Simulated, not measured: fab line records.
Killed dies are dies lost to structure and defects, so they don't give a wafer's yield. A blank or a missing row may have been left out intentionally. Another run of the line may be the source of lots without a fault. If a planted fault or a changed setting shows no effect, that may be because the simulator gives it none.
Chamber matching :: flow nand-harc :: 4 sister chambers for NHARC_P_BONDPAD_ETCH_37 on rie-diel-03
The step etches the open film in N2/H2, target depth 60 nm, overetch 18 nm, time 65.91 s. 39 wafers are shown with their chamber, then 12 later ones without.

## WAFERS, EACH WITH ITS CHAMBER
wafer: L074.1
chamber: 2
showerhead-plenum-p-Torr (Torr): 2.08
drypump-motor-current-A (A): 5.9
rf-vpp-V (V): 431.8

wafer: L074.2
chamber: 3
showerhead-plenum-p-Torr (Torr): 2.06
drypump-motor-current-A (A): 6.0
rf-vpp-V (V): 431.5

wafer: L074.3
chamber: 0
showerhead-plenum-p-Torr (Torr): 1.98
drypump-motor-current-A (A): 5.3
rf-vpp-V (V): 429.4

wafer: L075.2
chamber: 1
showerhead-plenum-p-Torr (Torr): 1.97
drypump-motor-current-A (A): 6.0
rf-vpp-V (V): 427.9

wafer: L075.3
chamber: 3
showerhead-plenum-p-Torr (Torr): 2.06
drypump-motor-current-A (A): 6.1
rf-vpp-V (V): 431.1

wafer: L075.4
chamber: 0
showerhead-plenum-p-Torr (Torr): 1.98
drypump-motor-current-A (A): 5.4
rf-vpp-V (V): 429.2

wafer: L076.2
chamber: 2
showerhead-plenum-p-Torr (Torr): 2.08
drypump-motor-current-A (A): 5.9
rf-vpp-V (V): 432.0

wafer: L076.5
chamber: 3
showerhead-plenum-p-Torr (Torr): 2.06
drypump-motor-current-A (A): 6.1
rf-vpp-V (V): 430.9

wafer: L076.6
chamber: 2
showerhead-plenum-p-Torr (Torr): 2.08
drypump-motor-current-A (A): 5.9
rf-vpp-V (V): 431.8

wafer: L077.1
chamber: 2
showerhead-plenum-p-Torr (Torr): 2.08
drypump-motor-current-A (A): 5.9
rf-vpp-V (V): 431.0

wafer: L077.3
chamber: 1
showerhead-plenum-p-Torr (Torr): 1.97
drypump-motor-current-A (A): 6.0
rf-vpp-V (V): 428.2

wafer: L077.4
chamber: 0
showerhead-plenum-p-Torr (Torr): 1.98
drypump-motor-current-A (A): 5.4
rf-vpp-V (V): 430.5

wafer: L079.1
chamber: 1
showerhead-plenum-p-Torr (Torr): 1.97
drypump-motor-current-A (A): 6.0
rf-vpp-V (V): 428.1

wafer: L079.4
chamber: 1
showerhead-plenum-p-Torr (Torr): 1.97
drypump-motor-current-A (A): 6.0
rf-vpp-V (V): 429.6

wafer: L079.6
chamber: 0
showerhead-plenum-p-Torr (Torr): 1.98
drypump-motor-current-A (A): 5.4
rf-vpp-V (V): 429.7

wafer: L081.1
chamber: 3
showerhead-plenum-p-Torr (Torr): 2.05
drypump-motor-current-A (A): 6.1
rf-vpp-V (V): 431.0

wafer: L081.2
chamber: 0
showerhead-plenum-p-Torr (Torr): 1.98
drypump-motor-current-A (A): 5.4
rf-vpp-V (V): 428.8

wafer: L081.5
chamber: 2
showerhead-plenum-p-Torr (Torr): 2.08
drypump-motor-current-A (A): 5.9
rf-vpp-V (V): 431.9

wafer: L080.1
chamber: 1
showerhead-plenum-p-Torr (Torr): 1.97
drypump-motor-current-A (A): 6.0
rf-vpp-V (V): 428.6

wafer: L080.5
chamber: 1
showerhead-plenum-p-Torr (Torr): 1.97
drypump-motor-current-A (A): 6.0
rf-vpp-V (V): 427.4

wafer: L080.6
chamber: 2
showerhead-plenum-p-Torr (Torr): 2.08
drypump-motor-current-A (A): 5.9
rf-vpp-V (V): 431.3

wafer: L083.1
chamber: 2
showerhead-plenum-p-Torr (Torr): 2.08
drypump-motor-current-A (A): 5.9
rf-vpp-V (V): 431.0

wafer: L083.2
chamber: 3
showerhead-plenum-p-Torr (Torr): 2.05
drypump-motor-current-A (A): 6.0
rf-vpp-V (V): 431.0

wafer: L083.5
chamber: 1
showerhead-plenum-p-Torr (Torr): 1.97
drypump-motor-current-A (A): 6.0
rf-vpp-V (V): 428.6

wafer: L086.1
chamber: 3
showerhead-plenum-p-Torr (Torr): 2.05
drypump-motor-current-A (A): 6.1
rf-vpp-V (V): 429.6

wafer: L086.2
chamber: 2
showerhead-plenum-p-Torr (Torr): 2.07
drypump-motor-current-A (A): 5.9
rf-vpp-V (V): 431.4

wafer: L086.6
chamber: 0
showerhead-plenum-p-Torr (Torr): 1.98
drypump-motor-current-A (A): 5.4
rf-vpp-V (V): 428.2

wafer: L085.1
chamber: 1
showerhead-plenum-p-Torr (Torr): 1.97
drypump-motor-current-A (A): 6.0
rf-vpp-V (V): 427.8

wafer: L085.4
chamber: 2
showerhead-plenum-p-Torr (Torr): 2.07
drypump-motor-current-A (A): 5.9
rf-vpp-V (V): 430.9

wafer: L085.6
chamber: 1
showerhead-plenum-p-Torr (Torr): 1.97
drypump-motor-current-A (A): 6.0
rf-vpp-V (V): 429.2

wafer: L090.1
chamber: 1
showerhead-plenum-p-Torr (Torr): 1.97
drypump-motor-current-A (A): 6.0
rf-vpp-V (V): 428.3

wafer: L090.4
chamber: 0
showerhead-plenum-p-Torr (Torr): 1.98
drypump-motor-current-A (A): 5.4
rf-vpp-V (V): 429.4

wafer: L090.6
chamber: 0
showerhead-plenum-p-Torr (Torr): 1.98
drypump-motor-current-A (A): 5.4
rf-vpp-V (V): 428.3

wafer: L089.1
chamber: 3
showerhead-plenum-p-Torr (Torr): 2.05
drypump-motor-current-A (A): 6.1
rf-vpp-V (V): 430.4

wafer: L089.3
chamber: 1
showerhead-plenum-p-Torr (Torr): 1.97
drypump-motor-current-A (A): 6.0
rf-vpp-V (V): 428.6

wafer: L089.6
chamber: 2
showerhead-plenum-p-Torr (Torr): 2.07
drypump-motor-current-A (A): 5.9
rf-vpp-V (V): 431.1

wafer: L092.1
chamber: 2
showerhead-plenum-p-Torr (Torr): 2.07
drypump-motor-current-A (A): 5.9
rf-vpp-V (V): 431.8

wafer: L092.2
chamber: 3
showerhead-plenum-p-Torr (Torr): 2.05
drypump-motor-current-A (A): 6.1
rf-vpp-V (V): 430.8

wafer: L092.6
chamber: 0
showerhead-plenum-p-Torr (Torr): 1.98
drypump-motor-current-A (A): 5.4
rf-vpp-V (V): 429.8

SIGNATURES, as means of the wafers listed above
reading: showerhead-plenum-p-Torr
chamber 0: 1.9800
chamber 1: 1.9700
chamber 2: 2.0764
chamber 3: 2.0537
scatter within a chamber: 0.00355

reading: drypump-motor-current-A
chamber 0: 5.389
chamber 1: 6.000
chamber 2: 5.900
chamber 3: 6.075
scatter within a chamber: 0.0261

reading: rf-vpp-V
chamber 0: 429.256
chamber 1: 428.391
chamber 2: 431.455
chamber 3: 430.788
scatter within a chamber: 0.592
Rule: a wafer's distance from a chamber is the root of the sum, over the readings, of the square of ((its reading less the chamber's mean) divided by the reading's scatter). The wafer belongs to the nearest chamber; if the next one is less than 2 further off, it can't be placed. The scatter is the square root of a quotient: the sum, over the shown wafers, of each reading's squared deviation from its chamber's mean, divided by wafers minus chambers.

## WAFERS WHOSE CHAMBER IS MISSING
wafer: L093.1
showerhead-plenum-p-Torr (Torr): 1.98
drypump-motor-current-A (A): 5.4
rf-vpp-V (V): 429.6

wafer: L093.3
showerhead-plenum-p-Torr (Torr): 2.05
drypump-motor-current-A (A): 6.1
rf-vpp-V (V): 431.4

wafer: L093.6
showerhead-plenum-p-Torr (Torr): 1.97
drypump-motor-current-A (A): 6.0
rf-vpp-V (V): 428.0

wafer: L094.2
showerhead-plenum-p-Torr (Torr): 2.07
drypump-motor-current-A (A): 5.9
rf-vpp-V (V): 431.5

wafer: L094.4
showerhead-plenum-p-Torr (Torr): 1.97
drypump-motor-current-A (A): 6.0
rf-vpp-V (V): 427.9

wafer: L094.5
showerhead-plenum-p-Torr (Torr): 2.07
drypump-motor-current-A (A): 5.9
rf-vpp-V (V): 431.6

wafer: L096.1
showerhead-plenum-p-Torr (Torr): 2.05
drypump-motor-current-A (A): 6.1
rf-vpp-V (V): 431.4

wafer: L096.2
showerhead-plenum-p-Torr (Torr): 1.97
drypump-motor-current-A (A): 6.0
rf-vpp-V (V): 428.7

wafer: L096.6
showerhead-plenum-p-Torr (Torr): 1.97
drypump-motor-current-A (A): 6.0
rf-vpp-V (V): 428.3

wafer: L097.3
showerhead-plenum-p-Torr (Torr): 1.97
drypump-motor-current-A (A): 6.0
rf-vpp-V (V): 428.8

wafer: L097.4
showerhead-plenum-p-Torr (Torr): 1.98
drypump-motor-current-A (A): 5.4
rf-vpp-V (V): 428.4

wafer: L097.6
showerhead-plenum-p-Torr (Torr): 2.07
drypump-motor-current-A (A): 5.9
rf-vpp-V (V): 431.7

## CHAMBER TAKEN BY EACH
wafer: L093.1
from the rows above: 0
in truth: 0

wafer: L093.3
from the rows above: 3
in truth: 3

wafer: L093.6
from the rows above: 1
in truth: 1

wafer: L094.2
from the rows above: 2
in truth: 2

wafer: L094.4
from the rows above: 1
in truth: 1

wafer: L094.5
from the rows above: 2
in truth: 2

wafer: L096.1
from the rows above: 3
in truth: 3

wafer: L096.2
from the rows above: 1
in truth: 1

wafer: L096.6
from the rows above: 1
in truth: 1

wafer: L097.3
from the rows above: 1
in truth: 1

wafer: L097.4
from the rows above: 0
in truth: 0

wafer: L097.6
from the rows above: 2
in truth: 2
Correct placement for 12 of the 12. From these rows, 0 cannot be placed. Number placed wrongly: 0.
